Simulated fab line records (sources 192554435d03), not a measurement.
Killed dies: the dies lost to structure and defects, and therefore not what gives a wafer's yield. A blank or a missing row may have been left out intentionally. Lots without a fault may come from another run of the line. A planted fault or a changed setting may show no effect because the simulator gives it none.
fab line records	flow n5-finfet	part 1 of 2: steps 1 to 4 of 6
record: lots: 21	wafers: 63	last-day: 19
route steps=1938 shown DUMMY_REMOVAL@377 HKMG_FIN@400
lots that met no fault: from a run of the same line without faults
start-h: hours from the record's first day to the start of the lot's first wafer shown	wait-h: hours since the lot's step before	" unchanged from the row above	L1.1+2: a single row standing in for several wafers	- no value, or no start given	* or withheld: withheld	< > ~ a bound
route shown NAME@n: NAME is a module with steps in the file, n the number in the route of the first one	usual: mean/standard deviation of fault-free wafers	same: alike in all rows	chamber/n: place in a boat	sites: the reading at each site	_std_site: standard deviation of those values	_edge_site: outer sites' mean less inner sites'	radius-mm: how far each site lies from the wafer's centre	mask NAME#n: copy n	behind: tool/chamber where the wafer was last shaped	hold: cause of the lot's hold/its duration in hours/its outcome	device: which transistor (n, p or np) failed to switch	end of line: the same wafers' tests at the end of the route	where a step has no rows: the recipe by itself	killed: not the wafer's yield, but the dies lost to structure and defects at the first sort	map: a wafer's dies, marking killed ones x, the rest . and places with no die _
set.NAME: the setting the step ran with; set.NAME@STEP: the setting that earlier step ran with	model.NAME: the simulator's own value behind a step, which no gauge read
the route's steps for a sample of lots (tables are steps, rows are wafers)
services: the hour from which a tool's chamber was out of use, counted from the record's first day as start-h (under 0 if before that day), plus the number of hours and why
== steps ==
step: N5_DUMMY_REMOVAL_HM_STRIP_01
recipe: chemistry: CH3F/O2	material: SiNx	target-depth-a: 40	stop-on: poly-Si	time-s: 6.8	over-etch-frac: 0.3	ion-energy-ev: 60	power-w: 410	bias-w: 29	Ar_flow_sccm: 150	CH3F_flow_sccm: 30	O2_flow_sccm: 20
usual: drypump-motor-current-A: 5.6/0.36	oes-product-au: 0.61/0.064	rf-vpp-V: 127.2/1.1	showerhead-plenum-p-Torr: 1.98/0.066	throttle-valve-pct: 16.38/0.2
lot.wafer	tool	chamber	start-h	wait-h	drypump-motor-current-A	oes-product-au	rf-hours-counter-h	rf-vpp-V	showerhead-plenum-p-Torr	throttle-valve-pct
L075.1	rie-diel-04	3	85.01	0.2	5.6	0.56	211	129.0	1.96	16.43
L075.2	"	2	"	"	5.2	0.62	137	128.5	2.10	16.44
L075.6	"	0	"	"	5.8	0.54	-	126.1	1.98	16.46
L076.3	rie-diel-06	3	85.01	0.1	5.4	0.63	139	126.4	1.93	16.62
L076.4	"	2	"	"	5.2	0.59	-	127.6	2.08	16.35
L076.6	"	1	"	"	5.7	0.61	-	127.5	1.93	16.28
L078.2	rie-diel-06	3	92.69	0.2	5.3	0.61	141	126.1	1.93	16.63
L078.3	"	2	"	"	5.2	0.60	185	126.9	2.07	16.37
L078.6	"	2	"	"	5.2	0.59	-	127.0	2.07	16.34
L077.4	rie-diel-02	0	96.22	0.0	5.5	0.60	223	129.2	2.05	16.51
L077.5	"	0	"	"	5.5	0.59	-	127.4	2.05	16.50
L077.6	"	1	"	"	6.1	0.60	-	126.3	1.91	16.01
L080.2	rie-diel-04	2	107.98	0.2	5.2	0.62	148	129.5	2.10	16.46
L080.4	"	2	"	"	5.2	0.61	-	128.6	2.10	16.45
L080.5	"	3	"	"	5.6	0.55	-	126.3	1.96	16.45
L079.1	rie-diel-04	2	108.20	0.0	5.3	0.62	148	128.1	2.10	16.46
L079.4	"	1	"	"	6.2	0.58	-	124.9	1.91	16.57
L079.6	"	2	"	"	5.3	0.62	-	129.5	2.10	16.44
L081.1	rie-diel-06	1	112.71	0.0	5.7	0.61	178	128.3	1.92	16.30
L081.2	"	0	"	"	4.9	0.77	3	126.4	1.97	16.01
L081.6	"	1	"	"	5.7	0.61	-	126.4	1.92	16.31
L082.1	rie-diel-02	0	121.35	0.2	5.4	0.58	231	127.6	2.05	16.53
L082.3	"	2	"	"	5.5	0.59	210	127.1	1.98	16.29
L082.4	"	1	"	"	6.0	0.60	162	127.6	1.91	16.04
L084.1	rie-diel-06	3	128.22	0.0	5.4	0.60	155	127.4	1.92	16.65
L084.3	"	2	"	"	5.2	0.59	199	126.4	2.07	16.39
L084.4	"	0	"	"	4.9	0.75	9	128.0	1.97	16.01
L085.1	rie-diel-02	0	138.59	0.4	5.4	0.58	239	129.2	2.05	16.54
L085.4	"	3	"	"	5.7	0.59	205	126.3	1.97	16.53
L085.6	"	0	"	"	5.4	0.58	-	128.0	2.05	16.53
L086.2	rie-diel-04	1	146.80	0.1	6.2	0.57	217	127.0	1.91	16.56
L086.4	"	0	"	"	5.8	0.80	3	127.1	1.98	16.00
L086.5	"	1	"	"	6.2	0.58	-	126.9	1.91	16.54
L087.1	rie-diel-06	2	148.70	0.0	5.2	0.58	208	129.0	2.07	16.41
L087.2	"	1	"	"	5.7	0.59	193	126.2	1.92	16.33
L087.5	"	0	"	"	4.9	0.72	-	126.5	1.96	16.05
L088.2	rie-diel-02	2	158.79	0.1	5.5	0.59	225	126.4	1.98	16.31
L088.3	"	3	"	"	5.7	0.59	213	127.6	1.96	16.54
L088.6	"	0	"	"	5.4	0.57	-	127.8	2.04	16.57
L089.2	rie-diel-04	1	166.82	0.0	6.2	0.57	223	126.3	1.91	16.58
L089.3	"	0	"	"	5.8	0.78	10	127.3	1.97	16.04
L089.5	"	0	"	"	5.8	0.78	-	127.6	1.97	16.02
L090.2	rie-diel-02	1	167.64	0.0	6.1	0.59	177	126.8	1.90	16.06
L090.4	"	3	"	"	5.7	0.58	-	127.4	1.96	16.55
L090.6	"	2	"	"	5.5	0.59	-	127.5	1.98	16.31
L091.2	rie-diel-04	1	171.31	0.0	6.3	0.57	225	127.3	1.91	16.57
L091.5	"	2	"	"	5.2	0.60	-	130.7	2.10	16.46
L091.6	"	1	"	"	6.3	0.57	-	127.3	1.91	16.56
L093.2	rie-diel-04	3	188.62	0.1	5.7	0.55	232	127.9	1.96	16.45
L093.4	"	1	"	"	6.2	0.56	231	126.9	1.91	16.59
L093.6	"	2	"	"	5.2	0.60	-	127.6	2.09	16.49
L094.1	rie-diel-04	0	192.34	0.1	5.7	0.75	18	126.8	1.97	16.04
L094.3	"	1	"	"	6.3	0.57	231	126.4	1.91	16.58
L094.4	"	3	"	"	5.7	0.56	232	128.0	1.96	16.47
L095.2	rie-diel-02	0	199.05	0.0	5.4	0.79	6	126.2	2.04	16.11
L095.5	"	0	"	"	5.4	0.77	-	127.2	2.04	16.10
L095.6	"	3	"	"	5.7	0.58	-	127.6	1.96	16.57
L096.2	rie-diel-04	3	204.06	0.0	5.6	0.55	236	127.5	1.96	16.47
L096.5	"	0	"	"	5.8	0.75	-	127.3	1.97	16.05
L096.6	"	1	"	"	6.3	0.57	-	126.7	1.91	16.58
L097.1	rie-diel-04	2	208.48	0.0	5.2	0.60	171	128.3	2.09	16.49
L097.5	"	3	"	"	5.6	0.55	-	127.0	1.95	16.47
L097.6	"	2	"	"	5.2	0.60	-	126.2	2.09	16.50
step: N5_HKMG_FIN_INSPECT_61
recipe: mode: adi	inspect-instrument: macro
usual: raw-defect-count: 2.0/1.4
lot.wafer	tool	chamber	start-h	wait-h	raw-defect-count
L075.1	defect-inspect-01	-	86.61	0.0	2
L075.2	"	-	"	"	4
L075.6	"	-	"	"	1
L076.3	defect-inspect-02	-	86.79	0.0	3
L076.4	"	-	"	"	2
L076.6	"	-	"	"	4
L078.2	defect-inspect-02	-	94.31	0.0	4
L078.3	"	-	"	"	2
L078.6	"	-	"	"	1
L077.4	defect-inspect-02	-	97.65	0.0	2
L077.5	"	-	"	"	3
L077.6	"	-	"	"	1
L080.2	defect-inspect-02	-	109.90	0.0	0
L080.4	"	-	"	"	2
L080.5	"	-	"	"	2
L079.1	defect-inspect-01	-	110.30	0.0	1
L079.4	"	-	"	"	1
L079.6	"	-	"	"	3
L081.1	defect-inspect-02	-	114.26	0.0	4
L081.2	"	-	"	"	1
L081.6	"	-	"	"	1
L082.1	defect-inspect-02	-	122.92	0.0	1
L082.3	"	-	"	"	1
L082.4	"	-	"	"	0
L084.1	defect-inspect-01	-	129.65	0.0	4
L084.3	"	-	"	"	1
L084.4	"	-	"	"	1
L085.1	defect-inspect-02	-	140.01	0.0	3
L085.4	"	-	"	"	1
L085.6	"	-	"	"	2
L086.2	defect-inspect-02	-	148.35	0.0	1
L086.4	"	-	"	"	2
L086.5	"	-	"	"	5
L087.1	defect-inspect-02	-	150.34	0.0	1
L087.2	"	-	"	"	2
L087.5	"	-	"	"	3
L088.2	defect-inspect-02	-	160.55	0.0	1
L088.3	"	-	"	"	0
L088.6	"	-	"	"	2
L089.2	defect-inspect-01	-	168.37	0.0	1
L089.3	"	-	"	"	0
L089.5	"	-	"	"	6
L090.2	defect-inspect-01	-	169.23	0.0	3
L090.4	"	-	"	"	3
L090.6	"	-	"	"	2
L091.2	defect-inspect-01	-	173.01	0.0	5
L091.5	"	-	"	"	0
L091.6	"	-	"	"	2
L093.2	defect-inspect-01	-	190.18	0.0	4
L093.4	"	-	"	"	3
L093.6	"	-	"	"	4
L094.1	defect-inspect-02	-	193.77	0.0	3
L094.3	"	-	"	"	2
L094.4	"	-	"	"	8
L095.2	defect-inspect-02	-	200.54	0.0	2
L095.5	"	-	"	"	1
L095.6	"	-	"	"	0
L096.2	defect-inspect-01	-	205.63	0.0	1
L096.5	"	-	"	"	1
L096.6	"	-	"	"	2
L097.1	defect-inspect-02	-	210.03	0.0	0
L097.5	"	-	"	"	3
L097.6	"	-	"	"	3
step: N5_HKMG_FIN_ETCH_31
recipe: chemistry: CF4	target: SiARC	target-depth-a: 455	mask-material: CAR-ArF	time-s: 75.8	ion-energy-ev: 80	pressure-mtorr: 40	source-w: 545	bias-w: 36	Ar_flow_sccm: 100	cf4-flow-sccm: 100	ends: cleared
usual: drypump-motor-current-A: 5.9/0.51	etch-rf-on-time-s: 75.3/1.9	oes-product-au: 0.69/0.068	rf-fwd-power-W: 538.3/2.3	rf-vpp-V: 184.0/1.3	showerhead-plenum-p-Torr: 2.13/0.078	throttle-valve-pct: 15.58/0.25
lot.wafer	tool	chamber	start-h	wait-h	drypump-motor-current-A	etch-rf-on-time-s	oes-product-au	rf-fwd-power-W	rf-hours-counter-h	rf-vpp-V	showerhead-plenum-p-Torr	throttle-valve-pct
L075.1	rie-diel-01	2	90.33	0.0	5.4	76.0	0.63	536.0	172	184.3	2.21	15.68
L075.2	"	3	"	"	5.1	73.7	0.68	538.7	131	181.6	1.97	15.38
L075.6	"	0	"	"	6.2	77.7	0.68	537.2	-	182.8	2.07	15.67
L076.3	rie-diel-03	2	90.35	0.0	6.7	72.5	0.77	539.5	24	185.7	2.19	15.64
L076.4	"	0	"	"	6.0	76.6	0.75	539.6	37	183.5	2.10	15.56
L076.6	"	1	"	"	6.5	77.1	0.80	540.4	-	185.8	2.19	15.29
L078.2	rie-diel-01	0	98.18	0.0	6.2	77.7	0.67	534.5	116	183.9	2.07	15.66
L078.3	"	3	"	"	5.1	73.1	0.68	537.6	135	181.9	1.97	15.39
L078.6	"	1	"	"	6.5	71.6	0.78	538.3	-	183.0	2.11	15.18
L077.4	rie-diel-01	0	102.11	0.0	6.2	76.9	0.68	539.9	117	184.6	2.07	15.67
L077.5	"	2	"	"	5.4	75.7	0.62	534.7	-	183.9	2.21	15.69
L077.6	"	3	"	"	5.1	74.1	0.67	541.7	-	180.9	1.97	15.39
L080.2	rie-diel-05	1	113.33	0.0	6.2	77.7	0.58	536.8	248	184.5	2.11	15.87
L080.4	"	3	"	"	5.6	75.2	0.57	539.8	-	184.5	2.12	15.72
L080.5	"	1	"	"	6.2	77.2	0.58	537.2	-	184.3	2.11	15.87
L079.1	rie-diel-05	0	114.11	0.0	5.4	75.0	0.77	537.3	28	185.4	2.20	15.49
L079.4	"	3	"	"	5.6	74.7	0.57	537.3	-	184.0	2.12	15.71
L079.6	"	0	"	"	5.4	75.3	0.76	537.8	-	185.0	2.20	15.49
L081.1	rie-diel-03	2	118.47	0.0	6.7	71.9	0.76	542.9	37	184.0	2.19	15.68
L081.2	"	0	"	"	6.0	76.2	0.73	544.0	49	182.3	2.10	15.59
L081.6	"	1	"	"	6.5	75.6	0.77	542.2	-	184.0	2.18	15.32
L082.1	rie-diel-03	3	126.49	0.0	5.6	76.4	0.60	535.9	217	183.0	2.21	16.14
L082.3	"	1	"	"	6.4	77.4	0.76	540.7	25	183.4	2.18	15.32
L082.4	"	0	"	"	6.0	76.7	0.72	539.1	53	184.0	2.10	15.60
L084.1	rie-diel-01	1	133.65	0.0	6.4	73.5	0.74	539.8	34	183.9	2.10	15.23
L084.3	"	0	"	"	6.2	78.4	0.66	535.1	128	183.4	2.06	15.70
L084.4	"	3	"	"	5.1	75.8	0.66	536.8	147	183.2	1.97	15.40
L085.1	rie-diel-03	1	143.70	0.0	6.5	76.7	0.74	540.0	30	185.2	2.18	15.34
L085.4	"	0	"	"	6.0	76.3	0.73	538.9	58	184.7	2.09	15.60
L085.6	"	2	"	"	6.7	72.9	0.75	539.6	-	184.0	2.18	15.71
L086.2	rie-diel-05	1	151.70	0.0	6.2	74.7	0.81	534.9	8	184.0	2.11	15.38
L086.4	"	0	"	"	5.4	74.2	0.74	537.6	-	183.8	2.19	15.52
L086.5	"	2	"	"	5.6	71.8	0.66	537.3	-	185.8	2.22	15.79
L087.1	rie-diel-01	2	153.88	0.0	5.4	76.8	0.61	536.0	196	184.7	2.21	15.74
L087.2	"	0	"	"	6.2	78.6	0.66	534.0	136	183.3	2.06	15.72
L087.5	"	2	"	"	5.4	77.7	0.60	537.7	-	183.7	2.21	15.74
L088.2	rie-diel-01	2	164.04	0.0	5.4	77.0	0.61	536.6	200	184.6	2.20	15.75
L088.3	"	1	"	"	6.5	72.1	0.73	538.7	45	184.4	2.10	15.26
L088.6	"	1	"	"	6.5	73.0	0.73	535.7	-	183.3	2.10	15.25
L089.2	rie-diel-01	3	171.92	0.0	5.1	75.9	0.65	540.0	161	181.2	1.96	15.44
L089.3	"	2	"	"	5.4	76.7	0.61	538.0	203	185.9	2.20	15.75
L089.5	"	3	"	"	5.1	76.0	0.65	538.8	-	181.2	1.96	15.44
L090.2	rie-diel-01	0	172.93	0.0	6.2	79.3	0.65	536.2	142	183.0	2.06	15.73
L090.4	"	2	"	"	5.4	76.7	0.61	536.6	203	185.9	2.20	15.74
L090.6	"	1	"	"	6.4	73.4	0.72	541.1	-	184.7	2.10	15.24
L091.2	rie-diel-05	1	176.70	0.0	6.2	74.9	0.79	536.2	18	184.7	2.10	15.42
L091.5	"	3	"	"	5.5	74.9	0.81	536.0	-	182.1	2.11	15.21
L091.6	"	2	"	"	5.6	71.6	0.65	539.1	-	185.8	2.22	15.81
L093.2	rie-diel-03	0	193.92	0.0	6.0	75.4	0.71	541.9	76	182.0	2.09	15.66
L093.4	"	2	"	"	6.7	72.5	0.72	537.9	63	184.8	2.18	15.73
L093.6	"	3	"	"	5.6	75.2	0.59	538.9	-	185.3	2.20	16.19
L094.1	rie-diel-05	3	197.23	0.0	5.6	74.9	0.80	538.9	11	184.0	2.11	15.23
L094.3	"	1	"	"	6.2	75.3	0.79	535.6	25	183.8	2.10	15.44
L094.4	"	2	"	"	5.7	71.5	0.66	539.2	200	186.4	2.22	15.81
L095.2	rie-diel-05	2	204.02	0.0	5.6	71.9	0.64	539.2	202	185.4	2.22	15.81
L095.5	"	0	"	"	5.4	75.4	0.71	539.4	-	184.0	2.19	15.57
L095.6	"	3	"	"	5.6	75.5	0.79	537.4	-	186.4	2.11	15.24
L096.2	rie-diel-05	1	209.08	0.0	6.2	76.4	0.76	535.8	29	183.5	2.10	15.44
L096.5	"	2	"	"	5.6	72.5	0.64	538.4	-	183.2	2.22	15.83
L096.6	"	3	"	"	5.5	76.8	0.78	537.2	-	184.1	2.11	15.24
L097.1	rie-diel-05	3	214.24	0.0	5.6	76.2	0.78	538.4	17	184.0	2.11	15.24
L097.5	"	0	"	"	5.3	76.0	0.70	541.0	-	184.2	2.19	15.58
L097.6	"	1	"	"	6.2	75.4	0.78	537.0	-	183.2	2.10	15.44
step: N5_HKMG_FIN_ETCH_32
recipe: chemistry: N2/H2	target: SOC	target-depth-a: 2400	temp-c: 40	time-s: 300	ion-energy-ev: 200	mask-material: SiARC	pressure-mtorr: 30	source-w: 840	bias-w: 150	n2-flow-sccm: 200	h2-flow-sccm: 200
usual: drypump-motor-current-A: 5.9/0.51	oes-product-au: 0.81/0.078	rf-fwd-power-W: 837.8/2.3	rf-vpp-V: 523.3/2.8	showerhead-plenum-p-Torr: 2.52/0.097	throttle-valve-pct: 17.75/0.25
lot.wafer	tool	chamber	start-h	wait-h	drypump-motor-current-A	oes-product-au	rf-fwd-power-W	rf-hours-counter-h	rf-vpp-V	showerhead-plenum-p-Torr	throttle-valve-pct
L075.1	rie-diel-01	2	90.39	0.0	5.4	0.73	836.7	172	527.2	2.64	17.88
L075.2	"	3	"	"	5.2	0.79	839.9	132	517.7	2.33	17.46
L075.6	"	0	"	"	6.2	0.78	833.8	-	520.7	2.45	17.77
L076.3	rie-diel-03	2	90.41	0.0	6.7	0.91	838.9	24	524.4	2.59	17.81
L076.4	"	0	"	"	6.0	0.88	836.4	37	521.5	2.49	17.94
L076.6	"	1	"	"	6.5	0.93	835.9	-	526.2	2.60	17.53
L078.2	rie-diel-01	0	98.23	0.0	6.2	0.79	838.7	116	521.3	2.44	17.78
L078.3	"	3	"	"	5.1	0.79	838.5	135	518.9	2.33	17.46
L078.6	"	1	"	"	6.4	0.89	839.8	-	522.8	2.51	17.55
L077.4	rie-diel-01	0	102.17	0.0	6.2	0.78	833.3	118	521.1	2.44	17.77
L077.5	"	2	"	"	5.4	0.73	836.5	-	527.2	2.64	17.89
L077.6	"	3	"	"	5.2	0.80	838.8	-	516.6	2.33	17.47
L080.2	rie-diel-05	1	113.39	0.0	6.2	0.68	841.3	248	522.2	2.49	17.95
L080.4	"	3	"	"	5.5	0.68	839.4	-	522.0	2.49	17.76
L080.5	"	1	"	"	6.2	0.67	840.2	-	522.8	2.49	17.93
L079.1	rie-diel-05	0	114.17	0.0	5.4	0.90	833.2	28	525.6	2.59	17.64
L079.4	"	3	"	"	5.5	0.66	837.8	-	521.9	2.49	17.78
L079.6	"	0	"	"	5.4	0.89	835.6	-	524.5	2.59	17.64
L081.1	rie-diel-03	2	118.53	0.0	6.7	0.89	839.9	37	526.6	2.59	17.84
L081.2	"	0	"	"	6.0	0.86	836.1	50	523.2	2.48	17.98
L081.6	"	1	"	"	6.5	0.90	833.9	-	526.6	2.60	17.56
L082.1	rie-diel-03	3	126.54	0.0	5.6	0.70	834.7	217	526.0	2.63	18.36
L082.3	"	1	"	"	6.5	0.88	839.2	25	524.4	2.60	17.55
L082.4	"	0	"	"	6.0	0.86	842.6	53	522.8	2.48	17.98
L084.1	rie-diel-01	1	133.70	0.0	6.5	0.86	840.9	34	522.3	2.50	17.58
L084.3	"	0	"	"	6.2	0.77	840.9	128	520.9	2.44	17.80
L084.4	"	3	"	"	5.1	0.78	836.1	147	518.8	2.32	17.48
L085.1	rie-diel-03	1	143.75	0.0	6.5	0.88	838.9	30	526.9	2.59	17.56
L085.4	"	0	"	"	6.0	0.85	840.0	58	521.8	2.48	17.98
L085.6	"	2	"	"	6.7	0.87	838.4	-	525.4	2.59	17.85
L086.2	rie-diel-05	1	151.76	0.0	6.2	0.96	840.8	8	522.4	2.48	17.53
L086.4	"	0	"	"	5.4	0.86	839.7	-	525.3	2.58	17.66
L086.5	"	2	"	"	5.6	0.77	839.0	-	527.7	2.64	17.99
L087.1	rie-diel-01	2	153.93	0.0	5.4	0.71	833.4	196	525.3	2.63	17.93
L087.2	"	0	"	"	6.2	0.76	834.3	136	521.7	2.44	17.81
L087.5	"	2	"	"	5.4	0.71	839.2	-	527.8	2.63	17.92
L088.2	rie-diel-01	2	164.09	0.0	5.4	0.71	836.3	200	526.9	2.63	17.94
L088.3	"	1	"	"	6.4	0.85	841.2	45	522.8	2.50	17.58
L088.6	"	1	"	"	6.5	0.85	839.2	-	523.1	2.50	17.59
L089.2	rie-diel-01	3	171.98	0.0	5.1	0.77	842.8	161	517.9	2.32	17.51
L089.3	"	2	"	"	5.4	0.72	836.8	203	525.1	2.62	17.95
L089.5	"	3	"	"	5.1	0.76	840.2	-	518.2	2.32	17.50
L090.2	rie-diel-01	0	172.99	0.0	6.2	0.76	836.6	142	521.4	2.43	17.83
L090.4	"	2	"	"	5.4	0.71	833.0	203	526.6	2.62	17.97
L090.6	"	1	"	"	6.5	0.84	837.7	-	521.8	2.50	17.59
L091.2	rie-diel-05	1	176.75	0.0	6.2	0.93	837.5	18	521.1	2.48	17.54
L091.5	"	3	"	"	5.6	0.94	838.0	-	521.8	2.48	17.33
L091.6	"	2	"	"	5.7	0.76	837.6	-	527.6	2.64	17.99
L093.2	rie-diel-03	0	193.98	0.0	6.0	0.83	837.8	77	522.8	2.47	18.03
L093.4	"	2	"	"	6.7	0.85	837.6	63	524.0	2.58	17.88
L093.6	"	3	"	"	5.6	0.69	837.2	-	524.6	2.62	18.41
L094.1	rie-diel-05	3	197.28	0.0	5.6	0.93	839.7	11	522.0	2.48	17.34
L094.3	"	1	"	"	6.2	0.92	838.2	25	521.5	2.47	17.56
L094.4	"	2	"	"	5.6	0.76	843.0	200	527.7	2.64	18.01
L095.2	rie-diel-05	2	204.08	0.0	5.6	0.75	835.8	202	526.4	2.64	18.03
L095.5	"	0	"	"	5.4	0.83	838.9	-	524.1	2.57	17.69
L095.6	"	3	"	"	5.6	0.91	836.1	-	522.1	2.48	17.34
L096.2	rie-diel-05	1	209.14	0.0	6.2	0.90	834.4	29	522.4	2.47	17.57
L096.5	"	2	"	"	5.7	0.76	837.6	-	527.6	2.64	18.02
L096.6	"	3	"	"	5.5	0.92	840.8	-	521.3	2.48	17.35
L097.1	rie-diel-05	3	214.29	0.0	5.6	0.90	836.2	17	523.1	2.48	17.33
L097.5	"	0	"	"	5.4	0.83	837.9	-	524.9	2.57	17.70
L097.6	"	1	"	"	6.2	0.90	838.3	-	521.1	2.47	17.56
